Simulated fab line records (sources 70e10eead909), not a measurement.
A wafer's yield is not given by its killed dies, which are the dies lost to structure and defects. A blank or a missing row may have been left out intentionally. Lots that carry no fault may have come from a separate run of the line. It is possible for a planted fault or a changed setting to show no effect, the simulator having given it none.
A struck lot beside a sound one    flow nand harc    14 out of 1302 route steps
Sound: the wafers L995.1, L995.3, L995.6. Struck: wafers L988.1, L988.2. The cause comes at the end.
At each step with rows: each side's tool, then ch and its chambers, then its first start. Under that, the readings that differ: sound wafers    struck wafers    difference of the means    sigmas: that difference in standard deviations of wafers without a fault.
alike: readings whose means differ by less than 2 such deviations, and words and numbers that are the same on both sides. not compared: withheld readings, readings that some wafer has no value for, bounds like >300 that may hide the same value, and numbers for which the record gives no deviation and whose values overlap.
The two part at a step that has a row with sigmas, a row that says differs or no value, or rows on one side only. When numbers do not overlap yet have no deviation, they are printed without sigmas and do not part them. Lack of a reading on every wafer of one side parts them only where that side has two or more wafers.

first, 3 steps without rows for these wafers: NHARC_A_CHANNEL_HOLE_D1_STRIP_41 (strips in N2/H2); NHARC_A_CHANNEL_HOLE_D1_STRIP_42 (strips in CF4/CHF3); NHARC_A_CHANNEL_HOLE_D1_STRIP_43 (strips in O2/COS).
NHARC_A_CHANNEL_HOLE_D1_ETCH_44: etches the open film in CF4/O2, target depth 140 nm, overetch 14 nm, time 77 s.
  sound on rie diel-02 ch 1,2, day 14 16:52; struck on rie diel-07 ch 1,2, day 11 18:44
  alike: drypump motor current A, o2 flow sccm, oes product au, rf fwd power W, rf vpp V, showerhead plenum p Torr, throttle valve pct
  not compared: rf hours counter h
NHARC_A_CHANNEL_HOLE_D1_STRIP_27: strips in O2.
  sound: rie diel-02 ch 1,2,3; struck: rie diel-07 ch 0,2
  alike: drypump motor current A, o2 flow sccm, oes product au, rf vpp V, showerhead plenum p Torr, throttle valve pct
  not compared: rf hours counter h
then, 2 steps without rows for these wafers: NHARC_A_CHANNEL_HOLE_D1_PRECLEAN_28 (cleans in SC1); NHARC_A_CHANNEL_HOLE_D1_SRD_29.
NHARC_A_CHANNEL_HOLE_D1_CD_MEAS_30:
  struck on cd sem-03, day 11 19:32; sound on cd sem-01, day 14 17:40
  alike: cd nm
NHARC_A_CHANNEL_HOLE_D1_XSEM_31:
  sound on xsem-01 ch 0, day 14 17:45; struck on xsem-02 ch 0, day 11 19:37
  alike: bot cd nm, bow nm, tilt deg
NHARC_A_CHANNEL_HOLE_D1_INSPECT_40:
  struck on defect inspect-02, day 11 19:43; sound on defect inspect-02, day 14 17:51
  alike: raw defect count
then, 2 steps without rows for these wafers: NHARC_A_CHANNEL_FILL_D1_PRECLEAN_00 (cleans in SC1); NHARC_A_CHANNEL_FILL_D1_SRD_01.
NHARC_A_CHANNEL_FILL_D1_ALD_02: deposits SiO2, target thk 6 nm, pulse time 10 s, ald cycles 60.
  sound on ald hk-02 ch 0,1,3, day 14 18:02; struck on ald hk-02 ch 1,2, day 11 19:55
reading     sound     struck  difference  sigmas
ald cycles  60 60 60  65 65   +5          
  alike: heater power outer w, heater power w, precursor pulse height rel
NHARC_A_CHANNEL_FILL_D1_ALD_03: deposits SiNx, target thk 6 nm, pulse time 60 s, ald cycles 58.
  sound: ald sin batch-01 ch 0; struck: ald sin batch-01 ch 0
  alike: chamber pressure Torr, precursor pulse height rel
  not compared: ald cycles

WHERE THEY PART
Nowhere in this record.

WHY: what had been put in by the simulator
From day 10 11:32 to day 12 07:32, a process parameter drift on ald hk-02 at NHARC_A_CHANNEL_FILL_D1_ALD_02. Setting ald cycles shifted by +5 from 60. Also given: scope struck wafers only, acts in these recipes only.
